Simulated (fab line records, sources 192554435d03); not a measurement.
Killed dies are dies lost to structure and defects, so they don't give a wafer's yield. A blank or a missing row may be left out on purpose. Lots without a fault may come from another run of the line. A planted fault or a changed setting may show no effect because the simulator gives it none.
Which tool did it? | flow n5_finfet | 24 lots, 72 wafers sampled, at 6 steps of a route of 1938

WHAT THE GAUGES READ, wafer by wafer
N5_BEOL_M1_CD_MEAS_28: target cd y 23.3 nm. Usual: cd_nm 23.96 nm, standard deviation 0.22.
lot  | measured     | on        | cd_nm (nm)        | flag
L074 | day 6 06:09  | cd_sem-01 | 24.29 23.74 23.94 |
L075 | day 6 19:10  | cd_sem-01 | 23.70 23.93 24.00 |
L076 | day 7 07:04  | cd_sem-02 | 23.65 23.62 23.84 |
L077 | day 7 08:49  | cd_sem-02 | 23.85 24.12 23.87 |
L078 | day 7 11:32  | cd_sem-03 | 23.98 23.82 23.65 |
L079 | day 7 16:32  | cd_sem-03 | 24.07 24.11 24.11 |
L080 | day 7 19:13  | cd_sem-03 | 24.19 23.78 23.79 |
L081 | day 7 21:13  | cd_sem-03 | 23.90 24.46 23.98 |
L082 | day 8 02:07  | cd_sem-01 | 24.00 24.55 23.96 |
L083 | day 8 10:04  | cd_sem-03 | 24.31 24.42 24.40 |
L084 | day 8 17:34  | cd_sem-01 | 23.89 23.83 23.97 |
L085 | day 9 01:42  | cd_sem-02 | 23.66 23.71 23.76 |
L086 | day 9 02:56  | cd_sem-01 | 23.42 23.91 23.80 |
L087 | day 9 08:23  | cd_sem-01 | 24.33 23.72 24.10 |
L088 | day 9 14:11  | cd_sem-03 | 23.78 23.89 23.87 |
L089 | day 9 23:35  | cd_sem-02 | 23.74 23.94 24.00 |
L090 | day 10 10:00 | cd_sem-01 | 23.88 23.85 23.89 |
L091 | day 10 11:26 | cd_sem-03 | 24.16 24.06 23.72 |
L092 | day 10 13:55 | cd_sem-03 | 24.30 24.26 23.88 |
L093 | day 10 23:08 | cd_sem-03 | 24.37 23.99 23.68 |
L095 | day 11 11:43 | cd_sem-03 | 23.82 24.26 23.86 |
L094 | day 11 15:50 | cd_sem-01 | 24.32 24.01 23.93 |
L096 | day 11 15:39 | cd_sem-02 | 24.01 24.02 23.96 |
L097 | day 11 18:21 | cd_sem-01 | 24.27 23.64 24.19 |

N5_BEOL_M1_OVL_MEAS_29. Usual: V0_OVL -0.1 nm, standard deviation 0.54.
lot  | measured     | on         | V0_OVL (nm)    | flag
L074 | day 6 06:11  | overlay-02 | 0.1 0.2 0.0    |
L075 | day 6 19:11  | overlay-02 | -0.7 0.6 0.1   |
L076 | day 7 07:06  | overlay-02 | -0.4 0.1 -0.2  |
L077 | day 7 08:50  | overlay-02 | -0.8 0.8 0.7   |
L078 | day 7 11:34  | overlay-01 | -0.2 0.2 0.5   |
L079 | day 7 16:34  | overlay-02 | -0.7 -0.9 0.1  |
L080 | day 7 19:15  | overlay-02 | 0.2 0.6 -0.2   |
L081 | day 7 21:15  | overlay-01 | -0.8 -0.3 -0.6 |
L082 | day 8 02:09  | overlay-01 | 0.5 -0.1 0.5   |
L083 | day 8 10:06  | overlay-02 | 0.0 0.2 0.1    |
L084 | day 8 17:36  | overlay-02 | -0.7 0.1 0.4   |
L085 | day 9 01:44  | overlay-02 | -1.1 -0.8 -0.8 |
L086 | day 9 02:58  | overlay-02 | 0.7 0.9 0.4    |
L087 | day 9 08:25  | overlay-01 | -0.3 -0.8 0.2  |
L088 | day 9 14:13  | overlay-01 | 0.9 0.3 0.5    |
L089 | day 9 23:37  | overlay-02 | -0.5 -0.4 0.1  |
L090 | day 10 10:02 | overlay-01 | 0.4 -0.2 0.2   |
L091 | day 10 11:29 | overlay-01 | -0.6 -0.8 -0.2 |
L092 | day 10 13:57 | overlay-02 | -0.5 0.2 -0.2  |
L093 | day 10 23:10 | overlay-01 | -0.3 -0.2 -0.2 |
L095 | day 11 11:44 | overlay-02 | -0.3 -1.1 -0.5 |
L094 | day 11 15:52 | overlay-01 | 0.2 0.5 -0.5   |
L096 | day 11 15:41 | overlay-02 | -0.9 -1.6 -0.4 |
L097 | day 11 18:23 | overlay-01 | -0.4 -0.1 0.3  |

WHICH TOOL RAN EACH LOT (tool, then ch and the chambers of the sampled wafers, then the start)
lot  | N5_BEOL_M0_SURFACE_TREAT_137 | N5_BEOL_M0_SPUTTER_116       | N5_BEOL_M0_CO_CAP_123            | N5_BEOL_M1_ILD_DEP_00
L074 | pvd_sputter-03, day 5 23:37  | pvd_sputter-01, day 5 23:46  | cvd_co-02 ch 1,2, day 6 01:37    | pecvd-04 ch 0,1,2, day 6 01:52
L075 | pvd_sputter-02, day 6 12:56  | pvd_sputter-01, day 6 13:37  | cvd_co-02 ch 0,1,2, day 6 15:00  | pecvd-04 ch 0,2, day 6 15:15
L076 | pvd_sputter-03, day 7 02:22  | pvd_sputter-03, day 7 02:33  | cvd_co-01 ch 0,1, day 7 04:23    | pecvd-04 ch 0,1, day 7 04:41
L077 | pvd_sputter-02, day 7 02:48  | pvd_sputter-03, day 7 02:59  | cvd_co-01 ch 0,2, day 7 04:46    | pecvd-02 ch 0,1, day 7 05:01
L078 | pvd_sputter-01, day 7 07:43  | pvd_sputter-01, day 7 08:02  | cvd_co-02 ch 1,2, day 7 09:17    | pecvd-04 ch 0,1, day 7 09:32
L079 | pvd_sputter-01, day 7 13:02  | pvd_sputter-01, day 7 13:18  | cvd_co-01 ch 0,1,2, day 7 14:31  | pecvd-03 ch 0,1,2, day 7 14:46
L080 | pvd_sputter-01, day 7 14:52  | pvd_sputter-03, day 7 15:45  | cvd_co-02 ch 0,2, day 7 17:05    | pecvd-02 ch 1,2, day 7 17:20
L081 | pvd_sputter-01, day 7 17:23  | pvd_sputter-02, day 7 17:35  | cvd_co-02 ch 0,1,2, day 7 18:49  | pecvd-04 ch 1,2, day 7 19:20
L082 | pvd_sputter-02, day 7 19:40  | pvd_sputter-01, day 7 19:50  | cvd_co-01 ch 0,1,2, day 7 21:11  | pecvd-03 ch 0,2, day 7 21:26
L083 | pvd_sputter-01, day 8 05:49  | pvd_sputter-02, day 8 06:53  | cvd_co-02 ch 0,2, day 8 08:06    | pecvd-02 ch 1,2, day 8 08:22
L084 | pvd_sputter-02, day 8 12:41  | pvd_sputter-01, day 8 12:58  | cvd_co-01 ch 0,1,2, day 8 14:11  | pecvd-03 ch 0,1,2, day 8 14:26
L085 | pvd_sputter-02, day 8 20:34  | pvd_sputter-03, day 8 20:45  | cvd_co-02 ch 0,2, day 8 21:59    | pecvd-03 ch 0,1, day 8 22:14
L086 | pvd_sputter-03, day 8 23:15  | pvd_sputter-01, day 8 23:25  | cvd_co-01 ch 0,1,2, day 9 00:39  | pecvd-02 ch 0,1,2, day 9 00:54
L087 | pvd_sputter-03, day 9 03:10  | pvd_sputter-03, day 9 03:23  | cvd_co-01 ch 0,1, day 9 04:43    | pecvd-03 ch 0,1, day 9 04:58
L088 | pvd_sputter-03, day 9 08:38  | pvd_sputter-02, day 9 09:07  | cvd_co-01 ch 0,2, day 9 10:53    | pecvd-03 ch 1,2, day 9 11:08
L089 | pvd_sputter-02, day 9 19:29  | pvd_sputter-02, day 9 19:41  | cvd_co-01 ch 0,1,2, day 9 20:54  | pecvd-02 ch 1,2, day 9 21:09
L090 | pvd_sputter-02, day 10 02:59 | pvd_sputter-01, day 10 05:35 | cvd_co-02 ch 0,1, day 10 06:50   | pecvd-03 ch 1,2, day 10 07:04
L091 | pvd_sputter-02, day 10 07:10 | pvd_sputter-03, day 10 07:58 | cvd_co-01 ch 0,1,2, day 10 09:20 | pecvd-02 ch 0,1,2, day 10 09:35
L092 | pvd_sputter-02, day 10 09:52 | pvd_sputter-02, day 10 10:02 | cvd_co-02 ch 0,1,2, day 10 11:50 | pecvd-02 ch 0,1, day 10 12:05
L093 | pvd_sputter-03, day 10 18:16 | pvd_sputter-02, day 10 18:37 | cvd_co-01 ch 0,1,2, day 10 19:50 | pecvd-02 ch 0,2, day 10 20:05
L095 | pvd_sputter-01, day 11 07:51 | pvd_sputter-01, day 11 08:08 | cvd_co-02 ch 0,1,2, day 11 09:21 | pecvd-03 ch 1,2, day 11 09:36
L094 | pvd_sputter-03, day 11 10:01 | pvd_sputter-01, day 11 10:43 | cvd_co-02 ch 0,1,2, day 11 11:56 | pecvd-03 ch 0,1, day 11 12:11
L096 | pvd_sputter-03, day 11 10:03 | pvd_sputter-03, day 11 10:18 | cvd_co-01 ch 1,2, day 11 11:50   | pecvd-03 ch 0,1, day 11 12:05
L097 | pvd_sputter-03, day 11 14:45 | pvd_sputter-03, day 11 15:02 | cvd_co-01 ch 0,1,2, day 11 16:16 | pecvd-03 ch 0,1,2, day 11 16:31
- N5_BEOL_M0_SURFACE_TREAT_137
- N5_BEOL_M0_SPUTTER_116: material Cu, target thk 4 nm, time 7.37 s.
- N5_BEOL_M0_CO_CAP_123: material Co, precursor CCTBA/H2, target thk 2 nm, time 102.1 s.
- N5_BEOL_M1_ILD_DEP_00: deposits SiOC from DEMS/O2, target thk 79 nm, time 15.3 s.

WHAT THE TOOLS THEMSELVES READ (means of the sampled wafers that have a number; where no wafer has one, the mark that the record gives instead)
N5_BEOL_M0_SPUTTER_116. Usual: throttle_valve_pct 29.9 %, standard deviation 1.3.
lot  | tool           | throttle_valve_pct (%) | flag
L074 | pvd_sputter-01 | 29.8                   |
L075 | pvd_sputter-01 | 29.9                   |
L076 | pvd_sputter-03 | 30.2                   |
L077 | pvd_sputter-03 | 29.1                   |
L078 | pvd_sputter-01 | 30.0                   |
L079 | pvd_sputter-01 | 29.3                   |
L080 | pvd_sputter-03 | 29.1                   |
L081 | pvd_sputter-02 | 29.3                   |
L082 | pvd_sputter-01 | 29.8                   |
L083 | pvd_sputter-02 | 30.6                   |
L084 | pvd_sputter-01 | 29.6                   |
L085 | pvd_sputter-03 | 31.5                   |
L086 | pvd_sputter-01 | 29.6                   |
L087 | pvd_sputter-03 | 30.4                   |
L088 | pvd_sputter-02 | 30.2                   |
L089 | pvd_sputter-02 | 30.7                   |
L090 | pvd_sputter-01 | 29.9                   |
L091 | pvd_sputter-03 | 28.1                   |
L092 | pvd_sputter-02 | 30.0                   |
L093 | pvd_sputter-02 | 29.7                   |
L095 | pvd_sputter-01 | 29.8                   |
L094 | pvd_sputter-01 | 29.6                   |
L096 | pvd_sputter-03 | 30.2                   |
L097 | pvd_sputter-03 | 29.9                   |

N5_BEOL_M0_CO_CAP_123. Usual: heater_power_w 234 W, standard deviation 22.
lot  | tool      | heater_power_w (W) | flag
L074 | cvd_co-02 | 239                |
L075 | cvd_co-02 | 238                |
L076 | cvd_co-01 | 246                |
L077 | cvd_co-01 | 239                |
L078 | cvd_co-02 | 239                |
L079 | cvd_co-01 | 232                |
L080 | cvd_co-02 | 235                |
L081 | cvd_co-02 | 238                |
L082 | cvd_co-01 | 232                |
L083 | cvd_co-02 | 228                |
L084 | cvd_co-01 | 228                |
L085 | cvd_co-02 | 228                |
L086 | cvd_co-01 | 226                |
L087 | cvd_co-01 | 247                |
L088 | cvd_co-01 | 216                |
L089 | cvd_co-01 | 231                |
L090 | cvd_co-02 | 250                |
L091 | cvd_co-01 | 233                |
L092 | cvd_co-02 | 240                |
L093 | cvd_co-01 | 232                |
L095 | cvd_co-02 | 238                |
L094 | cvd_co-02 | 237                |
L096 | cvd_co-01 | 213                |
L097 | cvd_co-01 | 233                |

N5_BEOL_M1_ILD_DEP_00. Usual: heater_power_w 524 W, standard deviation 97; showerhead_plenum_p_Torr 5.695 Torr, standard deviation 0.015; throttle_valve_pct 11.9 %, standard deviation 0.56.
lot  | tool     | heater_power_w (W) | showerhead_plenum_p_Torr (Torr) | throttle_valve_pct (%) | flag
L074 | pecvd-04 | 587                | 5.677                           | 12.0                   |
L075 | pecvd-04 | 554                | 5.672                           | 12.2                   |
L076 | pecvd-04 | 577                | 5.688                           | 12.0                   |
L077 | pecvd-02 | 490                | 5.707                           | 12.0                   |
L078 | pecvd-04 | 563                | 5.675                           | 11.8                   |
L079 | pecvd-03 | 500                | 5.697                           | 11.9                   |
L080 | pecvd-02 | 579                | 5.702                           | 11.9                   |
L081 | pecvd-04 | 569                | 5.673                           | 12.0                   |
L082 | pecvd-03 | 497                | 5.705                           | 11.6                   |
L083 | pecvd-02 | 611                | 5.712                           | 11.8                   |
L084 | pecvd-03 | 451                | 5.702                           | 11.9                   |
L085 | pecvd-03 | 421                | 5.689                           | 12.3                   |
L086 | pecvd-02 | 583                | 5.693                           | 11.8                   |
L087 | pecvd-03 | 457                | 5.687                           | 12.2                   |
L088 | pecvd-03 | 544                | 5.704                           | 11.6                   |
L089 | pecvd-02 | 642                | 5.709                           | 11.7                   |
L090 | pecvd-03 | 570                | 5.702                           | 11.4                   |
L091 | pecvd-02 | 589                | 5.703                           | 11.8                   |
L092 | pecvd-02 | 589                | 5.709                           | 12.1                   |
L093 | pecvd-02 | 525                | 5.691                           | 11.7                   |
L095 | pecvd-03 | 507                | 5.698                           | 11.8                   |
L094 | pecvd-03 | 415                | 5.698                           | 12.4                   |
L096 | pecvd-03 | 389                | 5.696                           | 12.5                   |
L097 | pecvd-03 | 486                | 5.688                           | 11.9                   |

THE ANSWER, worked out from the rows above alone
Rule: a lot is off if the mean of its wafers that have a number lies more than 3 standard deviations from the usual mean. A lot without any number at a reading at which 4 lots or more have one is off too. The other lots that the step has rows for count as sound. The gauges are gone through in route order, then the tools' own readings, and for those a lot's mean is taken as printed above. The first step at which some lot is off is used, and at that step the reading that is off furthest; a lot without a number counts as furthest.
No lot is off at any reading shown: from this, nothing can be told.

WHAT THE SIMULATOR HAD PUT IN
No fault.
